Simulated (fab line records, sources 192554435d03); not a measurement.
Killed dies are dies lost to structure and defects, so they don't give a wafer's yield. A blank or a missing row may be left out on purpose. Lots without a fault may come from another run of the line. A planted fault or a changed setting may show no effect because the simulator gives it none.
Chamber matching | flow n5_finfet | N5_MIM_TOP_ETCH_PECVD_03 on pecvd-04: 3 sister chambers
The step deposits SiNx from SiH4/NH3/N2, target thk 20 nm, time 17.6 s. 16 wafers are shown with their chamber, then 8 later ones without.

WAFERS WITH THEIR CHAMBER
wafer  | chamber | throttle_valve_pct (%) | showerhead_plenum_p_Torr (Torr) | heater_power_w (W)
L304.2 | 2       | 38.3                   | 5.22                            | 782
L304.5 | 0       | 40.5                   | 5.36                            | 704
L304.6 | 2       | 38.6                   | 5.22                            | 774
L307.1 | 0       | 40.5                   | 5.35                            | 744
L307.2 | 1       | 44.4                   | 5.17                            | 799
L307.5 | 1       | 44.2                   | 5.17                            | 806
L311.1 | 1       | 44.5                   | 5.19                            | 847
L311.3 | 0       | 40.5                   | 5.36                            | 735
L311.6 | 1       | 44.1                   | 5.18                            | 848
L310.3 | 0       | 40.4                   | 5.35                            | 728
L310.5 | 1       | 44.1                   | 5.19                            | 775
L310.6 | 2       | 38.7                   | 5.22                            | 757
L313.1 | 2       | 38.7                   | 5.22                            | 807
L313.4 | 1       | 44.3                   | 5.18                            | 820
L313.6 | 2       | 38.8                   | 5.22                            | 801
L315.2 | 1       | 44.3                   | 5.19                            | 814

SIGNATURES (means of the wafers above)
reading                  | chamber 0 | chamber 1 | chamber 2 | scatter within a chamber
throttle_valve_pct       | 40.475    | 44.271    | 38.620    | 0.149
showerhead_plenum_p_Torr | 5.3550    | 5.1814    | 5.2200    | 0.00671
heater_power_w           | 727.75    | 815.57    | 784.20    | 22.5
Rule: a wafer's distance from a chamber is the root of the sum, over the readings, of the square of ((its reading less the chamber's mean) divided by the reading's scatter). The wafer belongs to the nearest chamber; if the next one is less than 2 further off, it can't be placed. The scatter: the root of (the sum of the squares of (reading less its chamber's mean) over the shown wafers, divided by (wafers less chambers)).

WAFERS WITHOUT THEIR CHAMBER
wafer  | throttle_valve_pct (%) | showerhead_plenum_p_Torr (Torr) | heater_power_w (W)
L315.3 | 40.4                   | 5.36                            | 656
L315.6 | 40.5                   | 5.35                            | 656
L316.1 | 40.6                   | 5.36                            | 680
L316.4 | 40.6                   | 5.35                            | 665
L316.6 | 44.5                   | 5.18                            | 813
L322.1 | 40.4                   | 5.35                            | 634
L322.2 | 38.9                   | 5.21                            | 795
L322.5 | 39.0                   | 5.22                            | 797

WHICH CHAMBER EACH WENT THROUGH
wafer  | from the rows above | in truth
L315.3 | 0                   | 0
L315.6 | 0                   | 0
L316.1 | 0                   | 0
L316.4 | 0                   | 0
L316.6 | 1                   | 1
L322.1 | 0                   | 0
L322.2 | 2                   | 2
L322.5 | 2                   | 2
Placed correctly: 8 of 8. Can't be placed from these rows: 0. Placed wrongly: 0.
